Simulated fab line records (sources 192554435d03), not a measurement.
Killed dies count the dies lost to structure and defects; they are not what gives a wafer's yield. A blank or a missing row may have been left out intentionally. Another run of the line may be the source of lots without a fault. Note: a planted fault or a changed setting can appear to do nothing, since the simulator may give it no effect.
A lot that was struck, set against a sound lot | flow n5-finfet | 15 out of 1938 route steps
Sound: the wafers L919.1, L919.2, L919.3. Struck: wafer L923.6 (left out: L923.1, L923.5 of the same lot, which were not struck); the cause appears at the end.
At each step with rows: each side's tool, then ch and its chambers, then its first start. Under that, the readings that differ: sound wafers | struck wafers | difference of the means | sigmas: that difference in standard deviations of wafers without a fault.
alike: readings whose means differ by less than 2 such deviations, and words and numbers that are the same on both sides. not compared: withheld readings, readings that some wafer has no value for, bounds like >300 that may hide the same value, and numbers for which the record gives no deviation and whose values overlap.
A row with sigmas, a row that says differs or no value, or rows on one side alone: a step with any of these is where the two part. Numbers that have no deviation but don't overlap get no sigmas and don't part them. A reading missing from all wafers of one side parts the sides only when that side holds two or more wafers.

first, 4 steps without rows for these wafers: N5_SD_EPI_N_SOFTBAKE_04 (time 60 s); N5_SD_EPI_N_EXPOSE_06 (exposes mask SD N BLK, target cd 120 nm); N5_SD_EPI_N_PEB_07 (peb time 60 s); N5_SD_EPI_N_DEVELOP_08 (develop time 30 s).
N5_SD_EPI_N_CD_MEAS_09: the cd target is 120 nm.
  sound on cd-sem-03 ch 0, day 5 03:22; struck on cd-sem-01 ch 0, day 6 01:10
  alike: cd-nm
N5_SD_EPI_N_OVL_MEAS_10:
  sound on overlay-02 ch 0, day 5 03:24; struck on overlay-01 ch 0, day 6 01:12
  reading           | sound          | struck | difference | sigmas
  SD_N_BLK_OVL (nm) | -0.4 -0.4 -1.6 | 1.1    | +1.9       | +2
N5_SD_EPI_N_INSPECT_11: inspects for defects (macro).
  struck on defect-inspect-01, day 6 01:14; sound on defect-inspect-01, day 5 03:25
  alike: raw-defect-count
N5_SD_EPI_N_DESCUM_14: chemistry O2, time 7.9 s.
  sound on rie-diel-06 ch 1,2,3, day 5 03:27; struck on rie-diel-05 ch 2, day 6 01:47
  reading                     | sound          | struck | difference | sigmas
  drypump-motor-current-A (A) | 5.58 5.75 5.27 | 6.14   | +0.61      | +2
  alike: oes-product-au, rf-vpp-V, showerhead-plenum-p-Torr, throttle-valve-pct
  not compared: rf-hours-counter-h
N5_SD_EPI_N_ETCH_34: etches SiARC in CF4, target depth 45.5 nm, time 75.8 s.
  sound on rie-diel-06 ch 1,2,3, day 5 03:29; struck on rie-diel-05 ch 2, day 6 01:49
  reading                     | sound          | struck | difference | sigmas
  drypump-motor-current-A (A) | 5.62 5.75 5.28 | 6.15   | +0.60      | +2
  alike: etch-rf-on-time-s, mfc-ar-sccm, oes-product-au, rf-vpp-V, showerhead-plenum-p-Torr, throttle-valve-pct
  not compared: rf-hours-counter-h
N5_SD_EPI_N_ETCH_35: etches SOC in N2/H2, overetch 108 nm, time 486 s.
  sound on rie-diel-06 ch 1,2,3, day 5 03:33; struck on rie-diel-05 ch 2, day 6 01:53
  reading                     | sound          | struck | difference | sigmas
  drypump-motor-current-A (A) | 5.63 5.78 5.27 | 6.13   | +0.57      | +2
  alike: oes-product-au, rf-vpp-V, showerhead-plenum-p-Torr, throttle-valve-pct
  not compared: rf-hours-counter-h
then, 1 step without rows for these wafers: N5_SD_EPI_N_STRIP_36 (strips in N2/H2).
N5_SD_EPI_N_ETCHBACK_44: etches SiNx in CH3F/O2, stops on SiO2, target depth 14.5 nm.
  sound on rie-diel-06 ch 1,2,3, day 5 03:52; struck on rie-diel-05 ch 2, day 6 02:12
  reading                     | sound          | struck | difference | sigmas
  drypump-motor-current-A (A) | 5.61 5.77 5.26 | 6.14   | +0.59      | +2
  alike: CH3F_flow_sccm, O2_flow_sccm, mfc-ar-sccm, oes_f_703_au, oes-product-au, rf-vpp-V, showerhead-plenum-p-Torr, throttle-valve-pct
  not compared: rf-hours-counter-h
N5_SD_EPI_N_ETCH_45: etches SiOCN in CH3F/O2, target depth 6 nm.
  sound on rie-diel-06 ch 1,2,3, day 5 03:58; struck on rie-diel-05 ch 2, day 6 02:18
  reading                     | sound          | struck | difference | sigmas
  drypump-motor-current-A (A) | 5.63 5.76 5.27 | 6.14   | +0.59      | +2
  model.etch.depth-nm (nm)    | 6.1 6.17 6.087 | 2.328  | -3.791     |
  alike: CH3F_flow_sccm, O2_flow_sccm, mfc-ar-sccm, oes-product-au, rf-vpp-V, showerhead-plenum-p-Torr, throttle-valve-pct
  not compared: rf-hours-counter-h
N5_SD_EPI_N_ETCH_16: etches SiO2 in CHF3/O2, target depth 5 nm.
  sound on rie-diel-06 ch 1,2,3, day 5 04:04; struck on rie-diel-05 ch 2, day 6 02:24
  reading                     | sound             | struck | difference | sigmas
  O2_flow_sccm (sccm)         | 5.028 4.996 5.005 | 5.041  | +0.031     | +2
  drypump-motor-current-A (A) | 5.63 5.73 5.28    | 6.17   | +0.62      | +2
  alike: CHF3_flow_sccm, mfc-ar-sccm, oes_f_703_au, oes-product-au, rf-vpp-V, showerhead-plenum-p-Torr, throttle-valve-pct
  not compared: rf-hours-counter-h
-- record jumps: 10 days separate the struck wafers' starts on either side; left off in module SD_EPI_N, taken up again in module PASSIVATION, whose first shown step is the route's number 1936 --
N5_PASSIVATION_PROBE_49:
  rows exist in the record for the struck wafers here (prober-02, day 16 10:19), but not for the sound ones

WHERE THEY PART
First at N5_SD_EPI_N_OVL_MEAS_10; last, within this record, at N5_PASSIVATION_PROBE_49.

WHY: the cause the simulator had injected
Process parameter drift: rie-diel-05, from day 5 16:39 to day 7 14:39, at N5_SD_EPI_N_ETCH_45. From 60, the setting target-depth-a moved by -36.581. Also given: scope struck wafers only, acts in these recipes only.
